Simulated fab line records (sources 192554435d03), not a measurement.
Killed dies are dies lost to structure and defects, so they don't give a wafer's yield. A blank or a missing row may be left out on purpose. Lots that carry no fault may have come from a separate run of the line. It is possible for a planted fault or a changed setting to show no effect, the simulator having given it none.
What tool caused it?    flow n5Finfet    Sampling: 11 lots, 32 wafers, 4 of 1938 route steps

== WHAT THE GAUGES SHOWED, per wafer ==
N5_MIM_BOT_LITHO_CD_MEAS_08: target cd 3000 nm. Usual: cdNm at 3000.3 nm, with a standard deviation of 2.3.
lot   measured      on        cdNm (nm)             flag
L974  day 11 12:19  cdSem-02  2999.2 3003.6 3000.8  
L976  day 11 12:38  cdSem-03  3002.3 3001.0 2997.4  
L975  day 12 04:16  cdSem-01  2996.6 3001.4 2999.6  
L978  day 12 20:34  cdSem-03  3000.1 2998.2 2997.3  
L981  day 13 04:43  cdSem-02  3000.7 2999.9 2999.3  
L983  day 13 23:22  cdSem-02  3001.3 3001.1 3002.4  
L984  day 14 07:32  cdSem-03  3003.2 3005.7 3001.6  
L985  day 15 07:06  cdSem-03  3000.5 3001.3 3000.9  
L992  day 17 00:25  cdSem-01  3004.3 2999.2         
L997  day 18 03:47  cdSem-03  2997.0 2995.1 2996.3  
L996  day 18 03:51  cdSem-01  2999.5 3000.4 3000.2  

N5_MIM_BOT_LITHO_INSPECT_12: inspects for defects (macro). Usual: rawDefectCount at 2.0, with a standard deviation of 1.5.
lot   measured      on                rawDefectCount  flag
L974  day 11 12:22  defectInspect-02  0 1 2           
L976  day 11 12:41  defectInspect-02  2 2 2           
L975  day 12 04:19  defectInspect-02  4 3 1           
L978  day 12 20:37  defectInspect-02  0 1 1           
L981  day 13 04:46  defectInspect-02  1 0 3           
L983  day 13 23:25  defectInspect-02  2 1 2           
L984  day 14 07:36  defectInspect-01  4 1 2           
L985  day 15 07:09  defectInspect-01  3 3 1           
L992  day 17 00:28  defectInspect-01  3 2             
L997  day 18 03:50  defectInspect-02  1 1 1           
L996  day 18 03:55  defectInspect-02  2 2 3           

N5_PASSIVATION_CD_MEAS_30: target cd 4000 nm. Usual: cdNm at 3999.9 nm, with a standard deviation of 2.2.
lot   measured      on        cdNm (nm)             flag
L974  day 11 17:48  cdSem-02  3996.0 4001.2 4003.0  
L976  day 11 18:18  cdSem-02  4000.0 3999.3 4002.9  
L975  day 12 07:10  cdSem-02  4000.5 4000.8 4001.0  
L978  day 13 01:49  cdSem-02  3999.3 4002.8 3998.9  
L981  day 13 09:22  cdSem-03  3998.0 4003.3 3999.2  
L983  day 14 02:56  cdSem-03  4002.0 3999.5 4001.2  
L984  day 14 11:58  cdSem-02  4001.5 4001.6 3999.1  
L985  day 15 13:26  cdSem-03  3997.7 4000.7 3998.8  
L992  day 17 04:02  cdSem-03  4002.7 3998.3         
L997  day 18 07:04  cdSem-03  3998.0 3996.2 3996.3  
L996  day 18 07:19  cdSem-03  3998.3 4000.5 4003.4  

== WHAT TOOL EACH LOT RAN ON (gives the tool, then ch and the chambers of the sampled wafers, and finally the start) ==
lot   N5_PASSIVATION_ETCH_15
L974  rieDiel-03 ch 2,3, day 11 16:34
L976  rieDiel-01 ch 0,1,2, day 11 16:43
L975  rieDiel-03 ch 0,1,2, day 12 06:11
L978  rieDiel-06 ch 0,2,3, day 13 00:23
L981  rieDiel-06 ch 1,2, day 13 08:28
L983  rieDiel-03 ch 1,2,3, day 14 01:25
L984  rieDiel-01 ch 0,1,3, day 14 10:50
L985  rieDiel-03 ch 1,2,3, day 15 12:25
L992  rieDiel-01 ch 0, day 17 02:38
L997  rieDiel-06 ch 0,3, day 18 05:56
L996  rieDiel-03 ch 0,3, day 18 06:12
- N5_PASSIVATION_ETCH_15: etches SiCN in CF4/N2, target depth 75 nm, time 81.2 s.

== WHAT THE TOOLS THEMSELVES READ (means of the sampled wafers that have a number; where no wafer has one, the mark that the record gives instead) ==
N5_PASSIVATION_ETCH_15. Usual: cf4FlowSccm 59.98 sccm, standard deviation 0.18; drypumpMotorCurrentA 5.9 A, standard deviation 0.46; oesProductAu 0.77 a.u., standard deviation 0.095; rfVppV 381.8 V, standard deviation 2.2; showerheadPlenumPTorr 2.19 Torr, standard deviation 0.089; throttleValvePct 15.54 %, standard deviation 0.26.
lot   tool        cf4FlowSccm (sccm)  drypumpMotorCurrentA (A)  oesProductAu (a.u.)  rfVppV (V)  showerheadPlenumPTorr (Torr)  throttleValvePct (%)  flag
L974  rieDiel-03  59.84               5.9                       0.73                 381.9       2.18                          15.41                 
L976  rieDiel-01  60.01               5.5                       0.77                 382.6       2.24                          15.61                 
L975  rieDiel-03  59.91               6.3                       0.68                 382.3       2.22                          15.79                 
L978  rieDiel-06  60.03               6.0                       0.81                 378.7       2.09                          15.33                 
L981  rieDiel-06  60.00               6.2                       0.86                 383.6       2.27                          15.44                 
L983  rieDiel-03  60.05               6.3                       0.69                 380.6       2.17                          15.64                 
L984  rieDiel-01  60.06               5.5                       0.87                 382.2       2.21                          15.57                 
L985  rieDiel-03  60.07               6.3                       0.68                 380.7       2.16                          15.66                 
L992  rieDiel-01  59.73               5.5                       1.00                 379.9       2.18                          15.39                 
L997  rieDiel-06  59.97               6.0                       0.81                 380.0       2.13                          15.15                 
L996  rieDiel-03  59.80               5.8                       0.71                 380.5       2.17                          15.50                 

== THE ANSWER, worked out from the rows above alone ==
Rule: lot off if the mean of its wafers having a number is beyond 3 standard deviations from the usual mean. Also off: a lot with no number at a reading for which 4 or more lots have one. All remaining lots with rows at the step are treated as sound. The gauges are gone through in route order, then the tools' own readings, and for those a lot's mean is taken as printed above. At the first step where some lot is off, the reading lying furthest off is the one used; lots without a number count as furthest.
None of the lots is off at any reading shown; this tells nothing.

== WHAT THE SIMULATOR HAD INSERTED ==
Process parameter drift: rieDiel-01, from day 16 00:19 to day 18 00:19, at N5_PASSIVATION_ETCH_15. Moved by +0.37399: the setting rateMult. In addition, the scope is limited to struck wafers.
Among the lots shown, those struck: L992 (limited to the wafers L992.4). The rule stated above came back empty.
